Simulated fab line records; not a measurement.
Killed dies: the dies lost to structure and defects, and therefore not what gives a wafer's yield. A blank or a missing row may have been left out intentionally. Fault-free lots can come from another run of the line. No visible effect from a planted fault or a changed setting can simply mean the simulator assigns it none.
Struck lot and sound lot, side by side	flow n5 finfet	37 out of 1938 route steps
Sound: these wafers, L679.2, L679.4, L679.5. Struck: wafers L702.3, L702.4 (left out: L702.6, a lot-mate that was not struck); the cause follows at the end.
At each step with rows: each side's tool, then ch and its chambers, then its first start. Under that, the readings that differ: sound wafers	struck wafers	difference of the means	sigmas: that difference in standard deviations of wafers without a fault.
alike: readings whose means differ by less than 2 such deviations, and words and numbers that are the same on both sides. not compared: withheld readings, readings that some wafer has no value for, bounds like >300 that may hide the same value, and numbers for which the record gives no deviation and whose values overlap.
The two part at a step that has a row with sigmas, a row that says differs or no value, or rows on one side only. Numbers that don't overlap but have no deviation are shown without sigmas and don't part them. Lack of a reading on every wafer of one side parts them only where that side has two or more wafers.

first, 9 steps without rows for these wafers: N5_MOL_CONTACT_COAG_SPUTTER_130 (material Co, target thk 47.5 nm); N5_MOL_CONTACT_COAG_PRECLEAN_125 (cleans in DIW, time 57.5 s); N5_MOL_CONTACT_COAG_SRD_126 (dry time 32 s); N5_MOL_CONTACT_COAG_CMP_23 (polishes, stops on SiO2, t overpolish 1.5 s, target thk 0 nm); N5_MOL_CONTACT_COAG_WET_ETCH_26 (target Co, target depth 13 nm); N5_MOL_CONTACT_COAG_WET_ETCH_116 (etches the open film in SC1-inhibited, target depth 4.6 nm, rinse time 30 s); N5_MOL_CONTACT_COAG_ALD_27 (deposits SiOC, target thk 17 nm, pulse time 1.5 s, time 2720 s); N5_MOL_CONTACT_COAG_CMP_28 (polishes, stops on SiNx, t overpolish 0.85 s, target thk 14.522 nm); N5_MOL_CONTACT_COAG_ALD_123 (deposits SiNx, target thk 5 nm, pulse time 1 s, purge time 2 s).
N5_MOL_CONTACT_COAG_PECVD_31: deposits SiO2 from TEOS/O2, target thk 46 nm, time 8.9 s.
  sound on pecvd-04 ch 1,2, day 5 06:04; struck on pecvd-04 ch 2, day 10 19:59
reading	sound	struck	difference	sigmas
susceptor temp C (C)	400.50 400.13 400.13	- -	no value on the struck wafers	
model.SiO2_of_MOL_CONTACT_COAG_PECVD_31.thk nm (nm)	46.2 47.4 47.2	19 19.2	-28	
then, 19 steps without rows for these wafers: N5_MOL_CONTACT_COAG_COAT_75 (time 60 s, resist thk 60 nm); N5_MOL_CONTACT_COAG_COAT_76 (time 60 s, resist thk 10 nm); N5_MOL_CONTACT_COAG_COAT_77 (time 60 s, resist thk 10 nm); N5_MOL_CONTACT_COAG_COAT_78 (resist thk 40 nm); N5_MOL_CONTACT_COAG_EBR_80; N5_MOL_CONTACT_COAG_SOFTBAKE_79 (time 60 s); N5_MOL_CONTACT_COAG_EXPOSE_81 (exposes mask VG, defocus 0 nm); N5_MOL_CONTACT_COAG_PEB_82 (peb time 60 s); N5_MOL_CONTACT_COAG_DEVELOP_83 (develop time 30 s); N5_MOL_CONTACT_COAG_DESCUM_88 (chemistry O2, time 7 s); N5_MOL_CONTACT_COAG_ETCH_89 (etches underlayer in N2/H2, target depth 13 nm, time 10.4 s); N5_MOL_CONTACT_COAG_ETCH_90 (etches SiARC in CF4, target depth 13 nm, time 21.7 s); N5_MOL_CONTACT_COAG_ALD_131 (deposits SiO2, target thk 5 nm, pulse time 1 s, co reactant pulse time 1 s); N5_MOL_CONTACT_COAG_ETCHBACK_132 (etches SiO2 in CHF3, target depth 10 nm, time 6.7 s); N5_MOL_CONTACT_COAG_ETCH_91 (etches SOC in N2/H2, target depth 60 nm, overetch 21 nm, time 101.2 s); N5_MOL_CONTACT_COAG_STRIP_92 (strips in N2/H2); N5_MOL_CONTACT_COAG_STRIP_93 (strips in N2/H2); N5_MOL_CONTACT_COAG_ETCHBACK_135 (etches SiO2 in CHF3, target depth 25 nm, time 16.7 s); N5_MOL_CONTACT_COAG_STRIP_118 (strips in CHF3).
N5_MOL_CONTACT_COAG_VIA_ETCH_46: etches SiO2 in C4F6/O2, target depth 46 nm, overetch 9.2 nm, time 40 s.
  sound on rie diel-02 ch 0,3, day 5 07:07; struck on rie diel-06 ch 0,1, day 10 23:17
reading	sound	struck	difference	sigmas
oes product au (a.u.)	0.83 0.62 0.85	0.41 0.52	-0.30	-4
model.etch.depth nm (nm)	46.2 47.33 47.19	18.94 19.28	-27.80	
  alike: drypump motor current A, oes_f_703_au, rf vpp V, showerhead plenum p Torr, throttle valve pct
  not compared: rf hours counter h
then, 5 steps without rows for these wafers: N5_MOL_CONTACT_COAG_STRIP_96 (strips in N2/H2); N5_MOL_CONTACT_COAG_ETCH_47 (etches SiNx in CH3F/O2, stops on W, target depth 27 nm); N5_MOL_CONTACT_COAG_STRIP_119 (strips in N2/H2, time 30 s); N5_MOL_CONTACT_COAG_PRECLEAN_144 (cleans in alkaline clean, time 60 s); N5_MOL_CONTACT_COAG_SRD_145 (time 30 s).
N5_MOL_CONTACT_COAG_CMP_52: polishes, stops on SiO2, t overpolish 1.5 s, target thk 66.5 nm.
  sound on cmp-03 ch 0,3, day 5 09:37; struck on cmp-01 ch 2,3, day 11 02:16
reading	sound	struck	difference	sigmas
model.SiO2_of_MOL_CONTACT_COAG_PECVD_31.thk nm (nm)	44.2 45.2 45.2	16.8 17.2	-27.9	
  alike: motor current A, retaining ring pressure frac, slurry filter dp kPa
N5_MOL_CONTACT_COAG_THK_MEAS_53:
  sound on film metro-02 at day 5 09:53; struck on film metro-02 at day 11 02:31
reading	sound	struck	difference	sigmas
VIA_MOL_THK (nm)	44.1 45.3 45.1	16.9 17.2	-27.8	-48

## WHERE THEY PART
Earliest at N5_MOL_CONTACT_COAG_PECVD_31; latest, in this record, at N5_MOL_CONTACT_COAG_THK_MEAS_53.

WHY: the cause the simulator had injected
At N5_MOL_CONTACT_COAG_PECVD_31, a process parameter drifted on pecvd-04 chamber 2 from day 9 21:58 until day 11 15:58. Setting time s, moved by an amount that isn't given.
